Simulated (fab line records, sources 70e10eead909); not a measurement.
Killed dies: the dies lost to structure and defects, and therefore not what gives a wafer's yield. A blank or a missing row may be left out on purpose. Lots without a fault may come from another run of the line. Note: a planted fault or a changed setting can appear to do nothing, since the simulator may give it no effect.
fab line records | flow nand-harc
[record] lots = 6 | wafers = 18 | last-day = 33
route steps=1302 shown A_SGD_CUT@901 END@1302
lots that met no fault: taken from a fault-free run of the same line
start-h: start of the lot's first displayed wafer, in hours after the record's first day | wait-h: hours elapsed since this lot's preceding step | " as in the row above | L1.1+2: a row that stands for several wafers | - no value present, or no start provided | * or withheld: withheld | < > ~ a bound
route shown NAME@n: names a module that has steps shown in the file, with the first one's number in the route | usual: mean/standard deviation taken from wafers without a fault | same: alike in all rows | chamber/n: place in a boat | sites: the reading at each site | _std_site: standard deviation of those values | _edge_site: the outer-site mean with the inner-site mean subtracted | radius-mm: how far each site lies from the wafer's centre | mask NAME#n: copy n | behind: the last tool/chamber to shape the wafer | hold: what put the lot on hold/how long, in hours/how the hold closed | device: which transistor (n, p or np) failed to switch | end of line: at the end of the route, the tests of the same wafers | a step given without rows: its recipe and nothing more | killed: not the wafer's yield, but the dies lost to structure and defects at the first sort | map: a wafer's dies, marking killed ones x, the rest . and places with no die _
set.NAME: the setting that was run; set.NAME@STEP: the one run at that earlier step | model.NAME: the simulator's own value behind a step, which no gauge read
lots at selected steps of the route; one table per step, one row per wafer
services: from which hour (start-h, from the record's first day; less than 0 if before it) a tool's chamber was out of use, for how many hours, and why
[[steps]]
[step NHARC_A_SGD_CUT_CD_MEAS_09]
[recipe] target-cd-nm = 100 | landing-energy-ev = 500
[usual] cd-nm = 100.2/0.72
[same] landing-energy-ev = 500
lot.wafer | tool      | chamber | start-h | wait-h | cd-nm
L598.2    | cd-sem-01 | 0       | 535.65  | -      | 99.7
L598.4    | "         | 0       | "       | "      | 100.2
L598.5    | "         | 0       | "       | "      | 100.0
L599.1    | cd-sem-01 | 0       | 553.43  | -      | 100.0
L599.5    | "         | 0       | "       | "      | 99.4
L599.6    | "         | 0       | "       | "      | 99.6
L606.1    | cd-sem-02 | 0       | 624.83  | -      | 99.6
L606.4    | "         | 0       | "       | "      | 99.9
L606.6    | "         | 0       | "       | "      | 100.2
L605.1    | cd-sem-01 | 0       | 631.12  | -      | 100.1
L605.2    | "         | 0       | "       | "      | 100.4
L605.6    | "         | 0       | "       | "      | 99.0
L608.1    | cd-sem-01 | 0       | 641.75  | -      | 101.5
L608.2    | "         | 0       | "       | "      | 101.0
L608.4    | "         | 0       | "       | "      | 101.4
L609.2    | cd-sem-03 | 0       | 649.21  | -      | 100.9
L609.4    | "         | 0       | "       | "      | 100.6
L609.6    | "         | 0       | "       | "      | 100.7
[step NHARC_A_SGD_CUT_OVL_MEAS_10]
[usual] overlay-x-nm = 0.1/0.92 | overlay-y-nm = 0.1/0.83
lot.wafer | tool       | chamber | start-h | wait-h | overlay-x-nm | overlay-y-nm
L598.2    | overlay-01 | -       | 535.75  | -      | 0.3          | 0.3
L598.4    | "          | -       | "       | "      | 0.2          | 0.3
L598.5    | "          | -       | "       | "      | 0.5          | 0.1
L599.1    | overlay-01 | -       | 553.53  | -      | 0.9          | 1.2
L599.5    | "          | -       | "       | "      | 0.2          | 0.9
L599.6    | "          | -       | "       | "      | 0.8          | 1.4
L606.1    | overlay-01 | -       | 624.92  | -      | -1.1         | 1.2
L606.4    | "          | -       | "       | "      | -0.6         | 1.2
L606.6    | "          | -       | "       | "      | -0.2         | 1.1
L605.1    | overlay-01 | -       | 631.21  | -      | 1.1          | -0.6
L605.2    | "          | -       | "       | "      | 1.5          | -0.5
L605.6    | "          | -       | "       | "      | 1.0          | -0.1
L608.1    | overlay-01 | -       | 641.84  | -      | 1.0          | -0.1
L608.2    | "          | -       | "       | "      | 1.3          | 0.8
L608.4    | "          | -       | "       | "      | 1.5          | 1.0
L609.2    | overlay-01 | -       | 649.29  | -      | -1.3         | 0.4
L609.4    | "          | -       | "       | "      | -0.4         | -0.3
L609.6    | "          | -       | "       | "      | -1.0         | 0.3
[step NHARC_A_SGD_CUT_INSPECT_11]
[usual] raw-defect-count = 57/35
lot.wafer | tool              | chamber | start-h | wait-h | raw-defect-count
L598.2    | defect-inspect-02 | -       | 535.78  | 0.0    | 20
L598.4    | "                 | -       | "       | "      | 16
L598.5    | "                 | -       | "       | "      | 14
L599.1    | defect-inspect-01 | -       | 553.57  | 0.0    | 32
L599.5    | "                 | -       | "       | "      | 41
L599.6    | "                 | -       | "       | "      | 38
L606.1    | defect-inspect-01 | -       | 624.95  | 0.0    | 99
L606.4    | "                 | -       | "       | "      | 94
L606.6    | "                 | -       | "       | "      | 85
L605.1    | defect-inspect-02 | -       | 631.25  | 0.0    | 19
L605.2    | "                 | -       | "       | "      | 19
L605.6    | "                 | -       | "       | "      | 20
L608.1    | defect-inspect-02 | -       | 641.88  | 0.0    | 28
L608.2    | "                 | -       | "       | "      | 25
L608.4    | "                 | -       | "       | "      | 23
L609.2    | defect-inspect-01 | -       | 649.33  | 0.0    | 85
L609.4    | "                 | -       | "       | "      | 74
L609.6    | "                 | -       | "       | "      | 95
[step NHARC_A_SGD_CUT_DESCUM_14]
[recipe] time-s = 3 | o2-flow-sccm = 200 | ar-flow-sccm = 0 | bias-power-w = 0 | chemistry = O2
[step NHARC_A_SGD_CUT_ETCH_58]
[recipe] target-depth-a = 390 | over-etch-frac = 0.3 | time-s = 65 | ion-energy-ev = 80 | cf4-flow-sccm = 150 | ar-flow-sccm = 0 | rf-w = 300 | bias-w = 100 | chemistry = CF4
[usual] drypump-motor-current-A = 5.7/0.33 | oes-product-au = 1.002/0.015 | rf-vpp-V = 150.9/1.1 | showerhead-plenum-p-Torr = 1.75/0.061 | throttle-valve-pct = 13.284/0.0088
[same] over-etch-frac = 0.3
lot.wafer | tool        | chamber | start-h | wait-h | drypump-motor-current-A | oes-product-au | rf-hours-counter-h | rf-vpp-V | showerhead-plenum-p-Torr | throttle-valve-pct
L598.2    | rie-diel-05 | 2       | 536.08  | 0.2    | 5.6                     | 0.981          | 7                  | 153.2    | 1.83                     | 13.291
L598.4    | "           | 3       | "       | "      | 5.5                     | 0.995          | 5                  | 149.7    | 1.65                     | 13.284
L598.5    | "           | 2       | "       | "      | 5.6                     | 0.997          | -                  | 150.6    | 1.83                     | 13.288
L599.1    | rie-diel-04 | 3       | 553.73  | 0.1    | 6.4                     | 1.011          | 1                  | 150.2    | 1.75                     | 13.276
L599.6    | "           | 0       | "       | "      | 5.6                     | 0.981          | -                  | 150.1    | 1.69                     | 13.284
L599.5    | "           | 1       | "       | "      | 5.7                     | 0.993          | -                  | 154.2    | 1.83                     | 13.271
L606.1    | rie-diel-07 | 1       | 625.11  | 0.1    | 5.4                     | 0.995          | 11                 | 151.6    | 1.76                     | 13.290
L606.4    | "           | 2       | "       | "      | 5.8                     | 1.029          | 10                 | 151.0    | 1.70                     | 13.284
L606.6    | "           | 0       | "       | "      | 5.1                     | 1.013          | -                  | 150.4    | 1.85                     | 13.270
L605.1    | rie-diel-07 | 1       | 631.41  | 0.1    | 5.3                     | 0.991          | 12                 | 150.9    | 1.75                     | 13.285
L605.2    | "           | 2       | "       | "      | 5.8                     | 1.022          | 11                 | 152.0    | 1.70                     | 13.266
L605.6    | "           | 3       | "       | "      | 5.8                     | 1.010          | -                  | 149.1    | 1.66                     | 13.276
L608.1    | rie-diel-05 | 2       | 642.02  | 0.1    | 5.6                     | 1.015          | 2                  | 151.2    | 1.83                     | 13.267
L608.4    | "           | 3       | "       | "      | 5.4                     | 1.008          | 2                  | 148.3    | 1.65                     | 13.284
L608.2    | "           | 1       | "       | "      | 6.0                     | 0.998          | 2                  | 151.6    | 1.74                     | 13.282
L609.2    | rie-diel-04 | 1       | 649.48  | 0.1    | 5.8                     | 1.007          | 7                  | 152.7    | 1.83                     | 13.278
L609.4    | "           | 2       | "       | "      | 6.0                     | 0.997          | 5                  | 150.4    | 1.77                     | 13.297
L609.6    | "           | 0       | "       | "      | 5.6                     | 0.994          | -                  | 151.0    | 1.69                     | 13.307
[step NHARC_A_SGD_CUT_ETCH_59]
[recipe] target-depth-a = 2600 | over-etch-frac = 0.25 | time-s = 406.25 | ion-energy-ev = 200 | n2-flow-sccm = 150 | h2-flow-sccm = 150 | ar-flow-sccm = 0 | rf-w = 400 | bias-w = 150 | chemistry = N2/H2
[usual] drypump-motor-current-A = 5.7/0.33 | h2-flow-sccm = 150.0/0.45 | oes-product-au = 1.003/0.015 | rf-vpp-V = 429.9/2.1 | showerhead-plenum-p-Torr = 2.02/0.075 | throttle-valve-pct = 14.171/0.0094
[same] over-etch-frac = 0.25
lot.wafer | tool        | chamber | start-h | wait-h | drypump-motor-current-A | h2-flow-sccm | oes-product-au | rf-hours-counter-h | rf-vpp-V | showerhead-plenum-p-Torr | throttle-valve-pct
L598.4    | rie-diel-05 | 2       | -       | -      | 5.6                     | 150.0        | 0.976          | 7                  | 432.5    | 2.11                     | 14.167
L598.2    | "           | 3       | "       | "      | 5.5                     | 150.0        | 0.980          | 5                  | 426.9    | 1.89                     | 14.160
L598.5    | "           | 0       | "       | "      | 6.0                     | 149.8        | 0.972          | -                  | 428.5    | 2.02                     | 14.178
L599.1    | rie-diel-04 | 0       | -       | -      | 5.6                     | 150.2        | 0.995          | 1                  | 427.1    | 1.94                     | 14.178
L599.6    | "           | 0       | "       | "      | 5.6                     | 149.8        | 0.992          | -                  | 429.1    | 1.94                     | 14.157
L599.5    | "           | 1       | "       | "      | 5.7                     | 149.8        | 0.999          | -                  | 432.5    | 2.12                     | 14.175
L606.1    | rie-diel-07 | 1       | -       | -      | 5.3                     | 150.0        | 0.996          | 11                 | 430.4    | 2.02                     | 14.181
L606.4    | "           | 3       | "       | "      | 5.8                     | 149.7        | 1.019          | 10                 | 426.7    | 1.90                     | 14.179
L606.6    | "           | 0       | "       | "      | 5.1                     | 149.8        | 1.031          | -                  | 433.5    | 2.14                     | 14.156
L605.1    | rie-diel-07 | 2       | -       | -      | 5.8                     | 150.2        | 1.027          | 11                 | 427.7    | 1.96                     | 14.174
L605.2    | "           | 0       | "       | "      | 5.0                     | 149.8        | 1.021          | 12                 | 433.3    | 2.14                     | 14.192
L605.6    | "           | 3       | "       | "      | 5.8                     | 150.3        | 1.018          | -                  | 427.7    | 1.90                     | 14.162
L608.1    | rie-diel-05 | 1       | -       | -      | 6.0                     | 149.4        | 0.978          | 2                  | 428.6    | 2.01                     | 14.164
L608.2    | "           | 2       | "       | "      | 5.6                     | 150.1        | 1.025          | 2                  | 432.7    | 2.11                     | 14.177
L608.4    | "           | 0       | "       | "      | 6.0                     | 150.3        | 0.996          | 3                  | 428.9    | 2.02                     | 14.171
L609.2    | rie-diel-04 | 0       | -       | -      | 5.6                     | 151.1        | 0.998          | 6                  | 428.5    | 1.93                     | 14.163
L609.4    | "           | 2       | "       | "      | 6.0                     | 149.9        | 1.003          | 6                  | 430.8    | 2.04                     | 14.183
L609.6    | "           | 0       | "       | "      | 5.6                     | 150.2        | 0.989          | -                  | 428.4    | 1.93                     | 14.169
[step NHARC_A_SGD_CUT_ETCH_15]
[recipe] target-depth-a = 750 | time-s = 64.3 | ch3f-flow-sccm = 50 | o2-flow-sccm = 30 | ar-flow-sccm = 200 | rf-w = 500 | bias-w = 100 | chemistry = CH3F/O2
[usual] ch3f-flow-sccm = 50.01/0.16 | drypump-motor-current-A = 5.7/0.31 | o2-flow-sccm = 30.01/0.088 | oes-product-au = 0.962/0.02 | rf-vpp-V = 263.3/1.6 | showerhead-plenum-p-Torr = 2.43/0.085 | throttle-valve-pct = 20.663/0.0097
lot.wafer | tool        | chamber | start-h | wait-h | ch3f-flow-sccm | drypump-motor-current-A | o2-flow-sccm | oes-product-au | rf-hours-counter-h | rf-vpp-V | showerhead-plenum-p-Torr | throttle-valve-pct
L598.4    | rie-diel-05 | 2       | -       | -      | 49.81          | 5.6                     | 29.94        | 0.952          | 7                  | 265.0    | 2.54                     | 20.669
L598.2    | "           | 0       | "       | "      | 50.13          | 6.0                     | 30.18        | 0.941          | 6                  | 264.5    | 2.44                     | 20.672
L598.5    | "           | 1       | "       | "      | 49.88          | 6.0                     | 29.89        | 0.956          | -                  | 263.9    | 2.42                     | 20.663
L599.1    | rie-diel-04 | 2       | -       | -      | 50.06          | 6.0                     | 29.93        | 1.000          | 2                  | 263.5    | 2.46                     | 20.668
L599.6    | "           | 1       | "       | "      | 49.92          | 5.8                     | 29.88        | 0.970          | -                  | 264.5    | 2.55                     | 20.683
L599.5    | "           | 2       | "       | "      | 50.02          | 5.9                     | 29.93        | 0.991          | -                  | 262.8    | 2.46                     | 20.661
L606.1    | rie-diel-07 | 1       | -       | -      | 50.07          | 5.3                     | 29.99        | 0.955          | 11                 | 263.2    | 2.44                     | 20.676
L606.4    | "           | 2       | "       | "      | 50.09          | 5.7                     | 30.08        | 0.989          | 10                 | 260.9    | 2.37                     | 20.652
L606.6    | "           | 2       | "       | "      | 49.71          | 5.8                     | 29.95        | 0.985          | -                  | 261.4    | 2.37                     | 20.652
L605.2    | rie-diel-07 | 3       | -       | -      | 49.90          | 5.8                     | 30.12        | 0.959          | 12                 | 261.1    | 2.30                     | 20.649
L605.1    | "           | 0       | "       | "      | 50.23          | 5.0                     | 29.98        | 0.973          | 12                 | 265.0    | 2.57                     | 20.651
L605.6    | "           | 1       | "       | "      | 50.06          | 5.3                     | 29.97        | 0.954          | -                  | 264.2    | 2.44                     | 20.673
L608.4    | rie-diel-05 | 0       | -       | -      | 49.85          | 6.0                     | 30.03        | 0.917          | 3                  | 264.6    | 2.44                     | 20.677
L608.2    | "           | 1       | "       | "      | 50.02          | 6.0                     | 29.94        | 0.901          | 3                  | 265.5    | 2.42                     | 20.653
L608.1    | "           | 2       | "       | "      | 50.15          | 5.6                     | 29.92        | 0.934          | 3                  | 265.2    | 2.54                     | 20.656
L609.2    | rie-diel-04 | 0       | -       | -      | 50.03          | 5.6                     | 29.92        | 0.949          | 6                  | 262.2    | 2.34                     | 20.670
L609.4    | "           | 1       | "       | "      | 49.95          | 5.7                     | 29.96        | 0.973          | 7                  | 265.7    | 2.54                     | 20.667
L609.6    | "           | 2       | "       | "      | 49.70          | 5.9                     | 30.11        | 0.929          | -                  | 262.4    | 2.46                     | 20.665
[step NHARC_A_SGD_CUT_ETCH_16]
[recipe] target-depth-a = 3105 | time-s = 155.2 | c4f8-flow-sccm = withheld | o2-flow-sccm = 8 | ar-flow-sccm = withheld | rf-w = 600 | bias-w = 800 | chemistry = C4F8/O2/Ar
[usual] oes-product-au = 0.974/0.018 | rf-vpp-V = 722/3.7
lot.wafer | tool        | chamber | start-h | wait-h | oes-product-au | rf-hours-counter-h | rf-vpp-V
L598.4    | rie-diel-05 | 2       | -       | -      | 0.965          | 7                  | 725
L598.2    | "           | 3       | "       | "      | 0.962          | 5                  | 717
L598.5    | "           | 2       | "       | "      | 0.972          | -                  | 727
L599.1    | rie-diel-04 | 2       | -       | -      | 1.004          | 2                  | 723
L599.6    | "           | 1       | "       | "      | 0.983          | -                  | 727
L599.5    | "           | 2       | "       | "      | 0.994          | -                  | 724
L606.4    | rie-diel-07 | 0       | -       | -      | 1.005          | 11                 | 727
L606.1    | "           | 1       | "       | "      | 0.971          | 11                 | 723
L606.6    | "           | 2       | "       | "      | 0.996          | -                  | 720
L605.2    | rie-diel-07 | 2       | -       | -      | 1.001          | 12                 | 717
L605.1    | "           | 0       | "       | "      | 0.985          | 12                 | 728
L605.6    | "           | 2       | "       | "      | 0.996          | -                  | 722
L608.1    | rie-diel-05 | 1       | -       | -      | 0.913          | 3                  | 721
L608.2    | "           | 2       | "       | "      | 0.949          | 3                  | 728
L608.4    | "           | 0       | "       | "      | 0.938          | 3                  | 723
L609.2    | rie-diel-04 | 2       | -       | -      | 0.963          | 6                  | 722
L609.4    | "           | 0       | "       | "      | 0.974          | 6                  | 719
L609.6    | "           | 2       | "       | "      | 0.964          | -                  | 724
[step NHARC_A_SGD_CUT_STRIP_60]
[recipe] c4f8-flow-sccm = withheld | o2-flow-sccm = 8 | ar-flow-sccm = withheld | bias-w = 0 | chemistry = C4F8/O2/Ar
[step NHARC_A_SGD_CUT_STRIP_17]
[recipe] o2-flow-sccm = 500 | ar-flow-sccm = 0 | bias-w = 0 | chemistry = O2
[usual] drypump-motor-current-A = 5.7/0.34 | o2-flow-sccm = 500.1/1.6 | oes-product-au = 1.004/0.015 | rf-vpp-V = 57.7/0.81 | showerhead-plenum-p-Torr = 3.49/0.12 | throttle-valve-pct = 17.037/0.0093
lot.wafer | tool        | chamber | start-h | wait-h | drypump-motor-current-A | o2-flow-sccm | oes-product-au | rf-hours-counter-h | rf-vpp-V | showerhead-plenum-p-Torr | throttle-valve-pct
L598.4    | rie-diel-05 | 1       | -       | -      | 5.9                     | 501.4        | 1.004          | 7                  | 58.7     | 3.48                     | 17.024
L598.2    | "           | 0       | "       | "      | 6.0                     | 500.4        | 0.989          | 6                  | 57.8     | 3.50                     | 17.045
L598.5    | "           | 1       | "       | "      | 5.9                     | 503.7        | 0.992          | -                  | 56.8     | 3.48                     | 17.033
L599.1    | rie-diel-04 | 3       | -       | -      | 6.4                     | 500.8        | 1.019          | 1                  | 57.7     | 3.50                     | 17.042
L599.6    | "           | 0       | "       | "      | 5.6                     | 498.8        | 0.996          | -                  | 57.3     | 3.37                     | 17.030
L599.5    | "           | 1       | "       | "      | 5.7                     | 499.5        | 0.997          | -                  | 58.8     | 3.65                     | 17.032
L606.4    | rie-diel-07 | 0       | -       | -      | 5.0                     | 499.3        | 1.026          | 11                 | 58.6     | 3.68                     | 17.037
L606.1    | "           | 2       | "       | "      | 5.8                     | 501.7        | 1.036          | 10                 | 57.6     | 3.40                     | 17.031
L606.6    | "           | 3       | "       | "      | 5.8                     | 499.7        | 1.013          | -                  | 57.3     | 3.30                     | 17.017
L605.2    | rie-diel-07 | 3       | -       | -      | 5.8                     | 499.3        | 1.010          | 12                 | 57.9     | 3.30                     | 17.036
L605.1    | "           | 2       | "       | "      | 5.8                     | 501.6        | 1.026          | 12                 | 56.4     | 3.40                     | 17.057
L605.6    | "           | 3       | "       | "      | 5.8                     | 497.7        | 1.026          | -                  | 56.9     | 3.30                     | 17.029
L608.1    | rie-diel-05 | 1       | -       | -      | 6.0                     | 500.3        | 0.992          | 3                  | 58.2     | 3.48                     | 17.046
L608.4    | "           | 3       | "       | "      | 5.5                     | 498.7        | 1.006          | 3                  | 56.3     | 3.29                     | 17.048
L608.2    | "           | 0       | "       | "      | 6.0                     | 498.1        | 0.998          | 3                  | 57.3     | 3.50                     | 17.030
L609.4    | rie-diel-04 | 3       | -       | -      | 6.4                     | 499.9        | 1.019          | 7                  | 58.5     | 3.49                     | 17.054
L609.2    | "           | 1       | "       | "      | 5.7                     | 503.6        | 0.994          | 7                  | 57.0     | 3.65                     | 17.036
L609.6    | "           | 2       | "       | "      | 6.0                     | 497.4        | 1.000          | -                  | 58.8     | 3.53                     | 17.040
[step NHARC_A_SGD_CUT_PRECLEAN_18]
[recipe] time-s = * | temp-c = 50 | bath-age-min = 0 | chemistry = SC1
[step NHARC_A_SGD_CUT_SRD_19]
[step NHARC_A_SGD_CUT_DEP_20]
[recipe] target-thk-a = 1500 | temp-c = 65 | material = SiO2
lot.wafer  | tool    | chamber | start-h | wait-h
L598.2+4+5 | fcvd-02 | 1,0,0   | 537.17  | -
L599.1+5+6 | fcvd-02 | 1,0,1   | 554.76  | -
L606.1+4+6 | fcvd-02 | 1,1,0   | 626.16  | -
L605.2+1+6 | fcvd-01 | 1,0,0   | 632.43  | -
L608.1+2+4 | fcvd-01 | 1,0,1   | 643.06  | -
L609.2+4+6 | fcvd-01 | 0,1,1   | 650.51  | -
[step NHARC_A_SGD_CUT_ANNEAL_27]
[recipe] temp-c = 450 | time-s = 1800
[step NHARC_A_SGD_CUT_CMP_21]
[recipe] target-thk-nm = 148.19
[step NHARC_A_SGD_CUT_THK_MEAS_22]
[recipe] thk-meas-gauge = ellipsometry
[usual] thk-nm = 148.3/1.6
lot.wafer | tool          | chamber | start-h | wait-h | thk-nm
L598.2    | film-metro-02 | -       | 541.92  | 0.2    | 150.2
L598.4    | "             | -       | "       | "      | 149.4
L598.5    | "             | -       | "       | "      | 131.8
L599.1    | film-metro-02 | -       | 561.47  | 0.2    | 148.7
L599.5    | "             | -       | "       | "      | 129.3
L599.6    | "             | -       | "       | "      | 130.1
L606.1    | film-metro-02 | -       | 633.03  | 0.2    | 148.1
L606.4    | "             | -       | "       | "      | 146.8
L606.6    | "             | -       | "       | "      | 149.4
L605.1    | film-metro-01 | -       | 637.70  | 0.2    | 149.5
L605.2    | "             | -       | "       | "      | 149.1
L605.6    | "             | -       | "       | "      | 145.9
L608.1    | film-metro-02 | -       | 650.85  | 0.2    | 148.0
L608.2    | "             | -       | "       | "      | 149.0
L608.4    | "             | -       | "       | "      | 150.1
L609.2    | film-metro-02 | -       | 658.60  | 0.2    | 149.5
L609.4    | "             | -       | "       | "      | 147.3
L609.6    | "             | -       | "       | "      | 148.5
[step NHARC_A_SGD_CUT_SRD_23]
[step NHARC_END_SORT_01]
[recipe] temp-c = 25
[usual] killed-at-array = 55/22 | killed-at-other = 0.9/1.2 | killed-at-periphery = 3.6/2.3 | killed-dies = 60/22 | killed-open = 3.2/1.9 | killed-short = 2.5/1.6
[same] gross-dies = 677
lot.wafer | tool      | chamber | start-h | wait-h | killed-at-array | killed-at-other | killed-at-periphery | killed-dies | killed-open | killed-short
L599.1    | prober-02 | 0       | 687.52  | 2.5    | 36              | 0               | 1                   | 37          | 2           | 1
L599.5    | prober-02 | 0       | 690.75  | 3.7    | 38              | 1               | 2                   | 41          | 2           | 2
L599.6    | prober-02 | 0       | 691.56  | 4.0    | 54              | 1               | 5                   | 60          | 6           | 4
L606.1    | prober-01 | 0       | 749.22  | 2.5    | 66              | 0               | 2                   | 68          | 3           | 0
L606.4    | prober-01 | 0       | 751.64  | 3.4    | 77              | 0               | 6                   | 83          | 3           | 4
L606.6    | prober-01 | 0       | 753.25  | 4.0    | 61              | 0               | 2                   | 63          | 4           | 1
L605.1    | prober-01 | 0       | 757.10  | 2.5    | 21              | 1               | 3                   | 25          | 4           | 4
L605.2    | prober-01 | 0       | 757.91  | 2.8    | 32              | 0               | 1                   | 33          | 8           | 0
L605.6    | prober-01 | 0       | 761.14  | 4.0    | 34              | 0               | 0                   | 34          | 4           | 7
// killed by level:class
L599.1 A_CHANNEL_HOLE_D2:chamber-film-flake=19 A_CHANNEL_HOLE_D1:chamber-film-flake=5 A_WL_FILL:chamber-film-flake=3 A_STAIRCASE:chamber-film-flake=2 A_CONTACT:chamber-film-flake=2 A_ONON_D1:geometric-particle:open=1 A_DECK1_JOINT:geometric-particle:short=1 A_M0:geometric-particle:open=1
L599.5 A_CHANNEL_HOLE_D1:chamber-film-flake=13 A_CHANNEL_HOLE_D2:chamber-film-flake=10 A_STAIRCASE:chamber-film-flake=3 A_CONTACT:chamber-film-flake=3 P_CONTACT:geometric-particle:open=1 A_CHANNEL_FILL_D1:geometric-particle:short=1 A_DECK1_JOINT:geometric-particle:short=1 A_M1:geometric-particle:open=1
L599.6 A_CHANNEL_HOLE_D2:chamber-film-flake=19 A_CHANNEL_HOLE_D1:chamber-film-flake=7 A_CONTACT:chamber-film-flake=6 A_M1:chamber-film-flake=4 A_ZERO_WELL:chamber-film-flake=3 A_DECK1_JOINT:geometric-particle:short=2 A_M0:geometric-particle:open=2 P_ZERO_WELL:chamber-film-flake=2
L606.1 A_CHANNEL_HOLE_D1:chamber-film-flake=32 A_CHANNEL_HOLE_D2:chamber-film-flake=19 A_STAIRCASE:chamber-film-flake=4 A_CONTACT:chamber-film-flake=3 A_SLIT:chamber-film-flake=2 A_DECK1_JOINT:chamber-film-flake=2 A_CHANNEL_FILL_D2:geometric-particle:open=1 A_SGD_CUT:geometric-particle:open=1
L606.4 A_CHANNEL_HOLE_D1:chamber-film-flake=33 A_CHANNEL_HOLE_D2:chamber-film-flake=24 A_CONTACT:chamber-film-flake=7 P_BONDPAD:chamber-film-flake=4 A_SLIT:chamber-film-flake=3 A_BLC:geometric-particle:open=2 A_CHANNEL_HOLE_D1:geometric-particle:short=1 A_CHANNEL_FILL_D1:geometric-particle:short=1
L606.6 A_CHANNEL_HOLE_D1:chamber-film-flake=23 A_CHANNEL_HOLE_D2:chamber-film-flake=18 A_SLIT:chamber-film-flake=5 A_CONTACT:chamber-film-flake=3 A_BLC:geometric-particle:open=2 A_STAIRCASE:chamber-film-flake=2 A_WL_FILL:chamber-film-flake=2 A_ONON_D2:geometric-particle:open=1
L605.1 A_CHANNEL_HOLE_D1:chamber-film-flake=7 A_SLIT:chamber-film-flake=4 A_CHANNEL_FILL_D1:geometric-particle:short=2 A_CHANNEL_FILL_D1:geometric-particle:open=2 P_ZERO_WELL:chamber-film-flake=2 A_DECK1_JOINT:geometric-particle:short=1 A_ONON_D2:geometric-particle:short=1 A_CHANNEL_FILL_D2:geometric-particle:open=1
L605.2 A_CHANNEL_HOLE_D1:chamber-film-flake=15 A_SLIT:chamber-film-flake=7 A_CHANNEL_FILL_D2:geometric-particle:open=2 A_ONON_D2:geometric-particle:open=1 A_CHANNEL_HOLE_D2:geometric-particle:open=1 A_WL_FILL:geometric-particle:open=1 A_BLC:geometric-particle:open=1 A_M0:geometric-particle:open=1
L605.6 A_CHANNEL_HOLE_D1:chamber-film-flake=10 A_SLIT:chamber-film-flake=7 A_WL_FILL:chamber-film-flake=3 A_CHANNEL_HOLE_D2:geometric-particle:short=2 A_CHANNEL_FILL_D2:geometric-particle:short=2 A_BLC:geometric-particle:open=2 A_ONON_D1:geometric-particle:short=1 A_CHANNEL_HOLE_D1:geometric-particle:short=1
[[services]]
tool        | chamber | start-h | hours | kind
rie-diel-05 | 0       | 513.73  | -     | clean
rie-diel-05 | 1       | 513.73  | -     | clean
rie-diel-05 | 2       | 513.73  | -     | clean
rie-diel-05 | 3       | 513.73  | -     | clean
rie-diel-07 | -       | 514.60  | 0.6   | repair
rie-diel-04 | 0       | 515.16  | 2.3   | repair
rie-diel-05 | 0       | 524.36  | 6.7   | repair
rie-diel-07 | 0       | 529.41  | -     | clean
rie-diel-07 | 1       | 529.41  | -     | clean
rie-diel-07 | 2       | 529.41  | -     | clean
rie-diel-07 | 3       | 529.41  | -     | clean
rie-diel-04 | -       | 531.90  | 9.0   | pm
rie-diel-04 | 0       | 531.90  | 9.0   | vent-cycle
rie-diel-04 | 1       | 531.90  | 12.9  | vent-cycle
rie-diel-04 | 2       | 531.90  | 9.0   | vent-cycle
fcvd-01     | -       | 547.00  | 13.0  | pm
rie-diel-04 | -       | 562.52  | 0.2   | repair
rie-diel-05 | 2       | 570.26  | 6.1   | repair
rie-diel-05 | -       | 583.73  | 9.0   | pm
rie-diel-07 | 2       | 610.49  | 10.9  | repair
fcvd-02     | -       | 631.00  | 13.0  | pm
rie-diel-04 | 2       | 634.84  | 13.5  | repair
rie-diel-07 | -       | 648.41  | 9.0   | pm
rie-diel-05 | 3       | 649.22  | 3.5   | repair
[[key]]
[first-sign] step = NHARC_A_SGD_CUT_THK_MEAS_22 | reading = thk-nm | direction = down | sigmas = 12 | usual = 148.3 | struck = 130.4
effect none on later readings
met-at NHARC_A_SGD_CUT_DEP_20
struck-wafers L598.5,L599.5,L599.6
tester-left-out L598,L599
[fault] kind = process-parameter-drift | tool = fcvd-02 | chamber = - | onset-h = 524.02 | steps = NHARC_A_SGD_CUT_DEP_20 | channel = target-thk-a | offset = * | shape = step | end-h = 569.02 | scope = struck-wafers-only | acts-in = * | stated = *
// tester-left-out: of these lots the tester's yield and bins aren't shown, on N5 and GAA mostly nor the transistor test; their killed dies are dies lost to structure and defects alone, not to doping, threshold or leakage, so they don't give the yield
